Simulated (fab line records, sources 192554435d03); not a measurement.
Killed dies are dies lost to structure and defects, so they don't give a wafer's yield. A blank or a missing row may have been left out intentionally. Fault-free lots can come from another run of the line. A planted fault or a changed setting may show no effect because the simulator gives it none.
fab line records | flow n5_finfet
[record] lots = 4 | wafers = 12 | last_day = 16
route steps=1938 shown HKMG_FIN@436 GATE_CUT@465 BEOL_M4@1111 PASSIVATION@1936
lots that met no fault: from a run of the same line without faults
start_h: hours from the record's opening day to when the first of the lot's shown wafers began | wait_h: time in hours since the lot's previous step | " same as the row above | L1.1+2: a single row standing in for several wafers | - either no value or no given start | * or withheld: withheld | < > ~ a bound
route shown NAME@n: a module of which the file shows steps, and the number in the route of the first | usual: mean/standard deviation of fault-free wafers | same: alike in all rows | chamber/n: place in a boat | sites: each site's reading | _std_site: the values' standard deviation | _edge_site: mean of outer sites minus mean of inner sites | radius_mm: how far each site lies from the wafer's centre | mask NAME#n: copy n | behind: tool/chamber where the wafer was last shaped | hold: why the lot was held/for how many hours/how that ended | device: transistor that didn't switch, given as n, p or np | end of line: the route-end tests of the same wafers | where a step has no rows: the recipe by itself | killed: at the first sort, the dies lost to defects and structure; wafer yield is something else | map: shows each die of a wafer: x if killed, . if not, _ if none is there
set.NAME: the run value of the setting; set.NAME@STEP: its run value at that earlier step | model.NAME: the simulator's own value behind a step, which no gauge read
certain route steps with their lots: each step a table, each wafer a row
services: from which hour (start_h, from the record's first day; less than 0 if before it) a tool's chamber was out of use, for how many hours, and why
[[steps]]
[step N5_HKMG_FIN_STRIP_33]
[recipe] chemistry = N2/H2 | temp_c = 40 | n2_flow_sccm = 200 | h2_flow_sccm = 200 | rf_frequency_hz = 6e+07
[step N5_HKMG_FIN_STRIP_34]
[recipe] chemistry = CF4 | resist = SiARC | power_w = 300 | bias_power_w = 75 | pressure_mtorr = 50 | cf4_flow_sccm = 150 | rf_frequency_hz = 6e+07
[step N5_HKMG_FIN_ETCH_35]
[recipe] chemistry = N2/H2 | target = SOC | target_depth_a = 2158 | ion_energy_ev = 65 | bias_w = 5 | source_w = 3000 | time_s = 243.4 | pressure_mtorr = 30 | n2_flow_sccm = 200 | h2_flow_sccm = 200
[step N5_HKMG_FIN_STRIP_92]
[recipe] chemistry = N2/H2 | material = SOC | time_s = 20 | power_w = 500 | temp_c = 40 | pressure_mtorr = 50 | rf_frequency_hz = 6e+07 | bias_power_w = 8 | h2_frac = 0.5 | n2_flow_sccm = 300 | h2_flow_sccm = 300
[step N5_HKMG_FIN_WET_ETCH_18]
[recipe] chemistry = SC1 | target = TiN | mix = 1:1:5 | temp_c = * | time_s = 55 | target_depth_nm = 5.2 | dry = ipa_marangoni | rinse_time_s = 30 | rinse_temp_c = 23
[step N5_HKMG_FIN_STRIP_19]
[recipe] chemistry = N2/H2 | power_w = 2500 | temp_c = 300 | h2_frac = 0.65 | time_s = 360 | pressure_mtorr = withheld | n2_flow_sccm = 1750 | h2_flow_sccm = 3250
[step N5_HKMG_FIN_ALD_91]
[recipe] material = TiN | target_thk_a = 10 | temp_c = 400 | ald_precursor_family = TiCl4 | ald_co_reactant = NH3 | pulse_time_s = 1 | purge_time_s = 3 | co_reactant_purge_time_s = 2 | co_reactant_pulse_time_s = 2 | ald_cycles = 47 | pressure_torr = 3
[step N5_HKMG_FIN_COAT_85]
[recipe] resist = SOC | temp_c = 250 | time_s = 60 | spin_rpm = 1500 | resist_thk_nm = 300
[step N5_HKMG_FIN_ETCH_86]
[recipe] chemistry = N2/H2 | target = SOC | target_depth_a = 3932 | stop_on = TiN | ion_energy_ev = 100 | bias_w = 61 | pressure_mtorr = 30 | source_w = 850 | n2_flow_sccm = 200 | h2_flow_sccm = 200
[step N5_HKMG_FIN_STRIP_89]
[recipe] chemistry = N2/H2 | material = SOC | time_s = 20 | power_w = 500 | temp_c = 40 | pressure_mtorr = 50 | rf_frequency_hz = 6e+07 | bias_power_w = 8 | h2_frac = 0.5 | n2_flow_sccm = 300 | h2_flow_sccm = 300
[step N5_HKMG_FIN_WET_ETCH_87]
[recipe] chemistry = SC1 | target = TiN | mix = 1:2:40 | temp_c = 50 | time_s = 154.2 | target_depth_nm = 4.7 | dry = ipa_marangoni | rinse_time_s = 30 | rinse_temp_c = 23
[step N5_HKMG_FIN_STRIP_88]
[recipe] chemistry = N2/H2 | power_w = 2500 | temp_c = 300 | h2_frac = 0.65 | time_s = 360 | pressure_mtorr = withheld | n2_flow_sccm = 1750 | h2_flow_sccm = 3250
[step N5_HKMG_FIN_NWFM_ALD_20]
[recipe] material = TiAlC | target_thk_a = 20 | temp_c = 300 | ald_precursor_family = TiCl4 | ald_co_reactant = TEA | pulse_time_s = 3 | purge_time_s = 2 | co_reactant_purge_time_s = 2 | co_reactant_pulse_time_s = 10 | ald_cycles = 7 | pressure_torr = 3
[usual] heater_power_w = 493/42 | precursor_pulse_height_rel = 0.997/0.023 | susceptor_temp_C = 300.03/0.22
lot.wafer | tool         | chamber | start_h | wait_h | heater_power_w | precursor_pulse_height_rel | susceptor_temp_C
L525.4    | ald_metal-01 | 1       | 153.08  | 0.1    | 460            | 1.001                      | 300.10
L525.5    | "            | 1       | "       | "      | 472            | 1.005                      | 299.97
L525.6    | "            | 2       | "       | "      | 509            | 1.000                      | 299.67
L527.2    | ald_metal-04 | 2       | 161.50  | 0.3    | 514            | 0.993                      | 300.29
L527.3    | "            | 1       | "       | "      | 530            | 1.002                      | 299.99
L527.5    | "            | 3       | "       | "      | 528            | 1.000                      | 300.25
L528.1    | ald_metal-01 | 2       | 166.87  | 0.3    | 531            | 1.051                      | 307.74
L528.4    | "            | 0       | "       | "      | 606            | 1.024                      | 307.38
L528.6    | "            | 2       | "       | "      | 546            | 0.973                      | 307.88
L530.1    | ald_metal-01 | 3       | 180.54  | 0.3    | 433            | 0.970                      | 307.97
L530.3    | "            | 1       | "       | "      | 491            | 0.995                      | 307.38
L530.5    | "            | 2       | "       | "      | 529            | 1.010                      | 307.41
[step N5_HKMG_FIN_ALD_71]
[recipe] material = TiN | target_thk_a = 10 | temp_c = 400 | ald_precursor_family = TiCl4 | ald_co_reactant = NH3 | pulse_time_s = 1 | purge_time_s = 3 | co_reactant_purge_time_s = 2 | co_reactant_pulse_time_s = 2 | ald_cycles = 47 | pressure_torr = 3
[step N5_HKMG_FIN_COAT_66]
[recipe] resist = SOC | temp_c = 250 | time_s = 60 | spin_rpm = 1500 | resist_thk_nm = 300
[step N5_HKMG_FIN_ETCH_67]
[recipe] chemistry = N2/H2 | target = SOC | target_depth_a = 3889 | stop_on = TiN | ion_energy_ev = 100 | bias_w = 61 | pressure_mtorr = 30 | source_w = 850 | n2_flow_sccm = 200 | h2_flow_sccm = 200
[step N5_HKMG_FIN_STRIP_90]
[recipe] chemistry = N2/H2 | material = SOC | time_s = 20 | power_w = 500 | temp_c = 40 | pressure_mtorr = 50 | rf_frequency_hz = 6e+07 | bias_power_w = 8 | h2_frac = 0.5 | n2_flow_sccm = 300 | h2_flow_sccm = 300
[step N5_HKMG_FIN_WET_ETCH_73]
[recipe] chemistry = SC1 | mix = 1:2:40 | temp_c = 50 | time_s = 42.3 | target_depth_nm = 1.3 | dry = ipa_marangoni | rinse_time_s = 30 | rinse_temp_c = 23
[step N5_HKMG_FIN_ETCHBACK_68]
[recipe] chemistry = Cl2/Ar | stop_on = HfO2 | target_depth_a = 5 | pressure_mtorr = 10 | icp_w = 600 | bias_w = 60 | Cl2_flow_sccm = 40 | Ar_flow_sccm = 60
[step N5_HKMG_FIN_STRIP_69]
[recipe] chemistry = N2/H2 | power_w = 2500 | temp_c = 300 | h2_frac = 0.65 | time_s = 360 | pressure_mtorr = withheld | n2_flow_sccm = 1750 | h2_flow_sccm = 3250
[step N5_HKMG_FIN_ALD_21]
[recipe] material = TiN | target_thk_a = 15 | temp_c = 400 | ald_precursor_family = TiCl4 | ald_co_reactant = NH3 | pulse_time_s = 1 | purge_time_s = 3 | co_reactant_purge_time_s = 2 | co_reactant_pulse_time_s = 2 | ald_cycles = 68 | pressure_torr = 3
[step N5_HKMG_FIN_ALD_72]
[recipe] material = W | target_thk_a = 20 | temp_c = 300 | pressure_torr = 7.5 | ald_precursor_family = WF6 | ald_co_reactant = B2H6 | pulse_time_s = 1 | purge_time_s = 2 | co_reactant_purge_time_s = 2 | co_reactant_pulse_time_s = 3 | ald_cycles = 7
[step N5_HKMG_FIN_W_FILL_22]
[recipe] material = W | target_thk_a = 600 | temp_c = 400 | pressure_torr = 39.4 | time_s = 18.2
[step N5_HKMG_FIN_PRECLEAN_83]
[recipe] chemistry = DIW | time_s = 57.5 | temp_c = 23
[step N5_HKMG_FIN_SRD_84]
[recipe] dry_time_s = 32 | dry = n2_spin | spin_rpm = 1500
[step N5_HKMG_FIN_CMP_23]
[recipe] stop_on = SiNx | t_overpolish_s = 10 | post_cmp_clean = rinse_only | down_force_psi = 4 | platen_rpm = 50.289 | pad_velocity_m_s = 1.0006 | target_thk_nm = 46.326
[step N5_HKMG_FIN_CMP_94]
[recipe] stop_on = SiNx | post_cmp_clean = w_dilute_nh4oh | t_overpolish_s = 4.7 | down_force_psi = 4 | platen_rpm = 50.289 | pad_velocity_m_s = 1.0006 | target_thk_nm = 43.299
[step N5_GATE_CUT_ETCHBACK_00]
[recipe] chemistry = SF6/Cl2 | target = W | pressure_mtorr = 8 | icp_w = 900 | bias_w = 80 | SF6_flow_sccm = 40 | Cl2_flow_sccm = 60
[step N5_GATE_CUT_ETCH_56]
[recipe] chemistry = Cl2/Ar | target = TiN | target_depth_a = 216 | pressure_mtorr = 10 | icp_w = 600 | bias_w = 60 | Cl2_flow_sccm = 40 | Ar_flow_sccm = 60
[step N5_GATE_CUT_ETCHBACK_30]
[recipe] chemistry = Cl2/Ar | target = TiN | target_depth_a = 30 | mode = isotropic | pressure_mtorr = 10 | icp_w = 600 | bias_w = 60 | Cl2_flow_sccm = 40 | Ar_flow_sccm = 60
[step N5_GATE_CUT_VAPOR_ETCH_60]
[recipe] chemistry = BCl3/Cl2 | target = HfO2 | mode = isotropic
[step N5_GATE_CUT_ETCH_58]
[recipe] chemistry = CH3F/O2 | target = SiNx | target_depth_a = 170 | time_s = 128.6 | ion_energy_ev = 50 | pressure_mtorr = 30 | source_w = 415 | bias_w = 21 | Ar_flow_sccm = 150 | CH3F_flow_sccm = 30 | O2_flow_sccm = 20
[step N5_GATE_CUT_STRIP_59]
[recipe] chemistry = N2/H2 | time_s = 20 | power_w = 100 | temp_c = 40 | pressure_mtorr = 100 | rf_frequency_hz = 6e+07 | bias_power_w = 3 | n2_flow_sccm = 300 | h2_flow_sccm = 300
[step N5_GATE_CUT_PRECLEAN_31]
[recipe] temp_c = 23 | chemistry = DIW | time_s = 300
[step N5_GATE_CUT_SRD_32]
[recipe] time_s = 30 | temp_c = 23 | rinse_liquid = diw | dry = ipa_marangoni
[step N5_GATE_CUT_SAC_CAP_01]
[recipe] material = SiNx | target_thk_a = 240 | temp_c = 400 | ald_precursor_family = SiH2I2 | ald_co_reactant = N2/H2-plasma | pulse_time_s = 1 | ald_cycles = 480 | purge_time_s = 2 | co_reactant_purge_time_s = 2 | pressure_torr = 2
[step N5_GATE_CUT_PECVD_57]
[recipe] material = SiNx | target_thk_a = 210 | temp_c = 400 | precursor = SiH4/NH3/N2 | pressure_torr = 1.5 | rf_w = 300
[step N5_GATE_CUT_CMP_02]
[recipe] stop_on = SiO2 | t_overpolish_s = 12.7 | post_cmp_clean = alkaline_brush | down_force_psi = 2.5 | platen_rpm = 51.8 | pad_velocity_m_s = 1.0307 | target_thk_nm = 0
[step N5_GATE_CUT_HM_DEP_46]
[recipe] material = SiO2 | target_thk_a = 1300 | temp_c = 400 | precursor = TEOS/O2 | pressure_torr = 6.5 | rf_w = 900 | teos_flow_sccm = 161.4 | gas = O2 | flow_sccm = 2650 | time_s = 26.6
[step N5_BEOL_M4_RC_MEAS_101]
[usual] DIBL_N = 35.9/1.4 | DIBL_P = 35.9/1.7 | IOFF_N = 0.155/0.023 | IOFF_N_85C = 3.1/0.38 | IOFF_N_LIN = 0.072/0.009 | IOFF_N_LONG = 5.51e-05/2e-06 | IOFF_P = 0.201/0.029 | ION_N = 672/8.8 | ION_P = 460/7 | SS_N = 71.6/0.48 | SS_P = 73.1/0.64 | VT_N = 250.0/3 | VT_N_LONG = 275.0/1.7 | VT_N_LVT = 98.6/2.6 | VT_P = -251.6/3
lot.wafer | tool      | chamber | start_h | wait_h | DIBL_N[mV/V] | DIBL_P[mV/V] | IOFF_N[nA/um] | IOFF_N_85C[nA/um] | IOFF_N_LIN[nA/um] | IOFF_N_LONG[nA/um] | IOFF_P[nA/um] | ION_N[uA/um] | ION_P[uA/um] | SS_N[mV/dec] | SS_P[mV/dec] | VT_N[mV] | VT_N_LONG[mV] | VT_N_LVT[mV] | VT_P[mV]
L525.4    | prober-02 | 0       | 245.94  | 0.5    | 36.8         | 35.7         | 0.147         | 2.9               | 0.069             | 5.5e-05            | 0.197         | 664          | 453          | 71.8         | 73.1         | 249.5    | 275.6         | 98.7         | -252.6
L525.5    | "         | 0       | "       | "      | 36.0         | 34.5         | 0.139         | 2.8               | 0.068             | 5.49e-05           | 0.184         | 669          | 463          | 71.3         | 72.6         | 252.9    | 278.1         | 99.5         | -253.6
L525.6    | "         | 0       | "       | "      | 38.1         | 36.3         | 0.165         | 3.2               | 0.075             | 5.62e-05           | 0.204         | 677          | 457          | 71.8         | 72.6         | 250.8    | 276.1         | 98.5         | -250.2
L527.2    | prober-01 | 0       | 252.21  | 0.2    | 36.8         | 36.7         | 0.185         | 3.5               | 0.085             | 5.73e-05           | 0.249         | 686          | 468          | 71.7         | 73.3         | 244.7    | 275.5         | 94.9         | -246.1
L527.3    | "         | 0       | "       | "      | 36.7         | 36.6         | 0.178         | 3.4               | 0.080             | 5.72e-05           | 0.247         | 675          | 466          | 71.5         | 73.5         | 247.9    | 274.4         | 96.0         | -248.8
L527.5    | "         | 0       | "       | "      | 36.7         | 36.6         | 0.183         | 3.5               | 0.084             | 5.69e-05           | 0.241         | 679          | 472          | 72.0         | 72.8         | 245.7    | 275.2         | 95.6         | -248.7
L528.1    | prober-02 | 0       | 274.33  | 0.0    | 36.0         | 36.6         | 0.244         | 4.4               | 0.114             | 7.92e-05           | 0.196         | 694          | 455          | 71.5         | 73.4         | 236.2    | 263.3         | 87.1         | -250.1
L528.4    | "         | 0       | "       | "      | 35.9         | 36.3         | 0.242         | 4.4               | 0.115             | 8.07e-05           | 0.199         | 710          | 468          | 70.9         | 73.1         | 237.2    | 263.4         | 86.4         | -251.1
L528.6    | "         | 0       | "       | "      | 36.1         | 37.4         | 0.249         | 4.5               | 0.116             | 7.82e-05           | 0.207         | 696          | 454          | 71.6         | 73.0         | 238.3    | 261.3         | 86.6         | -252.3
L530.1    | prober-02 | 0       | 275.34  | 0.0    | 37.0         | 37.2         | 0.275         | 5.0               | 0.129             | 7.52e-05           | 0.187         | 721          | 460          | 71.7         | 73.4         | 235.3    | 261.7         | 82.6         | -254.6
L530.3    | "         | 0       | "       | "      | 36.5         | 36.3         | 0.238         | 4.4               | 0.110             | 7.52e-05           | 0.176         | 705          | 458          | 71.2         | 73.2         | 237.1    | 262.0         | 85.4         | -254.6
L530.5    | "         | 0       | "       | "      | 35.7         | 34.7         | 0.211         | 4.0               | 0.099             | 7.55e-05           | 0.151         | 699          | 453          | 71.8         | 72.3         | 240.6    | 259.3         | 88.1         | -257.2
[step N5_PASSIVATION_PROBE_49]
[usual] defect_limited_yield = 91.7/1.5 | killed_at_M0_to_M3 = 30/8.6 | killed_at_M4_up = 12/4.5 | killed_at_contacts = 13/5.8 | killed_at_front_end = 38/11 | killed_at_other = 4/3 | killed_dies = 97/17 | killed_open = 63/12 | killed_short = 32/8.8 | sort_bin_4_leakage = 0/0 | sort_bin_5_function = 4.8/0.91 | sort_bin_6_memory = 3.1/0.68 | sort_n_pass = 1083/17 | sort_yield_pct = 91.7/1.5
[same] gross_dies = 1180 | killed_at_back_side = 0 | sort_bin_8_speed[%] = 0
lot.wafer | tool      | chamber | start_h | wait_h | defect_limited_yield[%] | killed_at_M0_to_M3 | killed_at_M4_up | killed_at_contacts | killed_at_front_end | killed_at_other | killed_dies | killed_open | killed_short | sort_bin_4_leakage[%] | sort_bin_5_function[%] | sort_bin_6_memory[%] | sort_n_pass | sort_yield_pct[%]
L525.4    | prober-02 | -       | 349.54  | 0.2    | 90.6                    | 45                 | 16              | 11                 | 36                  | 3               | 111         | 75          | 34           | 0                     | 5.7                    | 3.3                  | 1069        | 90.6
L525.5    | prober-02 | -       | 349.59  | 0.2    | 91.6                    | 28                 | 10              | 11                 | 48                  | 2               | 99          | 52          | 43           | 0                     | 5.3                    | 2.4                  | 1081        | 91.6
L525.6    | prober-02 | -       | 349.64  | 0.3    | 89.2                    | 39                 | 12              | 17                 | 54                  | 5               | 127         | 82          | 42           | 0                     | 5.7                    | 4.6                  | 1053        | 89.2
L527.2    | prober-01 | -       | 357.54  | 0.1    | 92.5                    | 38                 | 13              | 14                 | 22                  | 2               | 89          | 68          | 20           | 0                     | 4.9                    | 2.5                  | 1091        | 92.5
L527.3    | prober-01 | -       | 357.59  | 0.1    | 90.9                    | 34                 | 16              | 25                 | 27                  | 5               | 107         | 75          | 32           | 0                     | 5.2                    | 3.4                  | 1073        | 90.9
L527.5    | prober-01 | -       | 357.69  | 0.2    | 92.7                    | 30                 | 20              | 13                 | 22                  | 1               | 86          | 62          | 24           | 0                     | 3.6                    | 3.5                  | 1094        | 92.7
L528.1    | prober-01 | -       | 378.00  | 0.0    | 91.5                    | 43                 | 10              | 8                  | 30                  | 9               | 100         | 70          | 28           | 0                     | 5.3                    | 3.1                  | 1080        | 91.5
L528.4    | prober-01 | -       | 378.15  | 0.2    | 93.4                    | 22                 | 15              | 16                 | 17                  | 8               | 78          | 57          | 20           | 0                     | 3.7                    | 2.5                  | 1102        | 93.4
L528.6    | prober-01 | -       | 378.25  | 0.3    | 91.7                    | 30                 | 11              | 17                 | 35                  | 5               | 98          | 72          | 26           | 0                     | 5.4                    | 2.9                  | 1082        | 91.7
L530.1    | prober-02 | -       | 385.12  | 0.0    | 92.5                    | 18                 | 9               | 7                  | 52                  | 3               | 89          | 55          | 34           | 0.17                  | 4.4                    | 2.7                  | 1089        | 92.3
L530.3    | prober-02 | -       | 385.22  | 0.1    | 90.3                    | 25                 | 12              | 9                  | 59                  | 10              | 115         | 79          | 35           | 0                     | 5.2                    | 4.3                  | 1065        | 90.3
L530.5    | prober-02 | -       | 385.32  | 0.2    | 90.5                    | 43                 | 15              | 4                  | 44                  | 6               | 112         | 77          | 34           | 0                     | 5.9                    | 3.2                  | 1068        | 90.5
// killed by level:class
L525.4 FIN_SAQP:geometric_particle:open=9 MOL_CONTACT_COAG:geometric_particle:open=9 BEOL_M2:geometric_particle:open=9 BEOL_M0_SAQP:geometric_particle:open=8 BEOL_M4:geometric_particle:open=8 BEOL_M1:geometric_particle:open=7 FIN_SAQP:geometric_particle:short=6 STI_FIN_REVEAL:geometric_particle:open=5
L525.5 FIN_SAQP:geometric_particle:short=11 MOL_CONTACT_COAG:geometric_particle:open=10 GATE_CUT:geometric_particle:short=9 STI_FIN_REVEAL:geometric_particle:open=8 BEOL_M0_SAQP:geometric_particle:short=6 BEOL_M3:geometric_particle:open=6 GATE_CUT:geometric_particle:open=4 BEOL_M4:geometric_particle:open=4
L525.6 GATE_CUT:geometric_particle:short=18 BEOL_M2:geometric_particle:open=17 MOL_CONTACT_COAG:geometric_particle:open=14 GATE_CUT:geometric_particle:open=11 BEOL_M4:geometric_particle:open=8 FIN_SAQP:geometric_particle:open=7 BEOL_M0_SAQP:geometric_particle:short=5 FIN_SAQP:geometric_particle:short=4
L527.2 MOL_CONTACT_COAG:geometric_particle:open=12 BEOL_M0_SAQP:geometric_particle:open=11 STI_FIN_REVEAL:geometric_particle:open=8 BEOL_M2:geometric_particle:open=8 BEOL_M3:geometric_particle:open=7 FIN_SAQP:geometric_particle:open=5 BEOL_M0_SAQP:geometric_particle:short=5 STARTING-WAFER:geometric_particle:open=4
L527.3 MOL_CONTACT_COAG:geometric_particle:open=18 BEOL_M3:geometric_particle:open=9 STI_FIN_REVEAL:geometric_particle:open=7 MOL_CONTACT_COAG:geometric_particle:short=7 BEOL_M5:geometric_particle:open=7 BEOL_M0_SAQP:geometric_particle:short=6 BEOL_M1:geometric_particle:open=6 FIN_SAQP:geometric_particle:open=4
L527.5 MOL_CONTACT_COAG:geometric_particle:open=11 BEOL_M2:geometric_particle:open=10 FIN_SAQP:geometric_particle:open=9 BEOL_M0_SAQP:geometric_particle:short=8 BEOL_M1:geometric_particle:open=6 BEOL_M5:geometric_particle:open=5 BEOL_M4:geometric_particle:short=5 STI_FIN_REVEAL:geometric_particle:open=4
L528.1 BEOL_M1:geometric_particle:open=11 STI_FIN_REVEAL:geometric_particle:open=10 DUMMY_GATE:geometric_particle:open=6 BEOL_M0_SAQP:geometric_particle:open=6 BEOL_M0:geometric_particle:open=6 MOL_CONTACT_COAG:geometric_particle:open=5 BEOL_M0_SAQP:geometric_particle:short=5 STARTING-WAFER:geometric_particle:open=5
L528.4 MOL_CONTACT_COAG:geometric_particle:open=15 BEOL_M4:geometric_particle:open=8 FIN_SAQP:geometric_particle:open=4 DUMMY_GATE:geometric_particle:open=4 BEOL_M0_SAQP:geometric_particle:short=4 BEOL_M3:geometric_particle:open=4 BEOL_M0_SAQP:geometric_particle:open=3 MIM_TOP_ETCH:geometric_particle:open=3
L528.6 MOL_CONTACT_COAG:geometric_particle:open=14 BEOL_M1:geometric_particle:open=11 DUMMY_GATE:geometric_particle:open=10 BEOL_M3:geometric_particle:short=7 FIN_SAQP:geometric_particle:short=5 FIN_SAQP:geometric_particle:open=5 BEOL_M3:geometric_particle:open=5 STI_FIN_REVEAL:geometric_particle:open=4
L530.1 FIN_SAQP:geometric_particle:open=12 STI_FIN_REVEAL:geometric_particle:open=7 GATE_CUT:geometric_particle:open=7 STARTING-WAFER:geometric_particle:short=6 GATE_CUT:geometric_particle:short=5 MOL_CONTACT_COAG:geometric_particle:open=5 BEOL_M0_SAQP:geometric_particle:short=5 BEOL_M2:geometric_particle:open=4
L530.3 FIN_SAQP:geometric_particle:open=16 STI_FIN_REVEAL:geometric_particle:open=11 BEOL_M0_SAQP:geometric_particle:short=8 DUMMY_GATE:geometric_particle:open=7 GATE_CUT:geometric_particle:open=6 MOL_CONTACT_COAG:geometric_particle:open=6 BEOL_M3:geometric_particle:open=6 BEOL_M4:geometric_particle:open=6
L530.5 BEOL_M0_SAQP:geometric_particle:short=15 BEOL_M0_SAQP:geometric_particle:open=10 FIN_SAQP:geometric_particle:short=8 BEOL_M4:geometric_particle:open=8 STI_FIN_REVEAL:geometric_particle:open=8 BEOL_M2:geometric_particle:open=8 FIN_SAQP:geometric_particle:open=7 BEOL_M3:geometric_particle:open=6
[[services]]
tool         | chamber | start_h | hours | kind
ald_metal-01 | -       | 143.31  | 0.9   | repair
[[key]]
[first_sign] step = N5_HKMG_FIN_NWFM_ALD_20 | reading = susceptor_temp_C | direction = up | sigmas = 35 | usual = * | struck = *
[effect] step = N5_BEOL_M4_RC_MEAS_101 | reading = IOFF_N_LONG | direction = up | sigmas = 11 | usual = 5.51e-05 | struck = 7.73e-05
[effect] step = N5_BEOL_M4_RC_MEAS_101 | reading = VT_N_LONG | direction = down | sigmas = 7.8 | usual = 275.0 | struck = 261.8
[effect] step = N5_BEOL_M4_RC_MEAS_101 | reading = VT_N_LVT | direction = down | sigmas = 4.8 | usual = 98.6 | struck = 86.0
[effect] step = N5_BEOL_M4_RC_MEAS_101 | reading = IOFF_N_LIN | direction = up | sigmas = 4.6 | usual = 0.072 | struck = 0.114
[effect] step = N5_BEOL_M4_RC_MEAS_101 | reading = VT_N | direction = down | sigmas = 4.2 | usual = 250.0 | struck = 237.5
[effect] step = N5_BEOL_M4_RC_MEAS_101 | reading = IOFF_N | direction = up | sigmas = 3.8 | usual = 0.155 | struck = 0.243
[effect] step = N5_BEOL_M4_RC_MEAS_101 | reading = ION_N | direction = up | sigmas = 3.7 | usual = 672 | struck = 704
[effect] step = N5_BEOL_M4_RC_MEAS_101 | reading = IOFF_N_85C | direction = up | sigmas = 3.6 | usual = 3.1 | struck = 4.4
met_at N5_HKMG_FIN_NWFM_ALD_20
struck_wafers L528.1,L528.4,L528.6,L530.1,L530.3,L530.5
onset_between 153.08 166.87
[fault] kind = process_parameter_drift | tool = ald_metal-01 | chamber = - | onset_h = 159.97 | steps = N5_HKMG_FIN_NWFM_ALD_20 | channel = temp_c | offset = * | shape = step | end_h = 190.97 | acts_in = * | stated = *
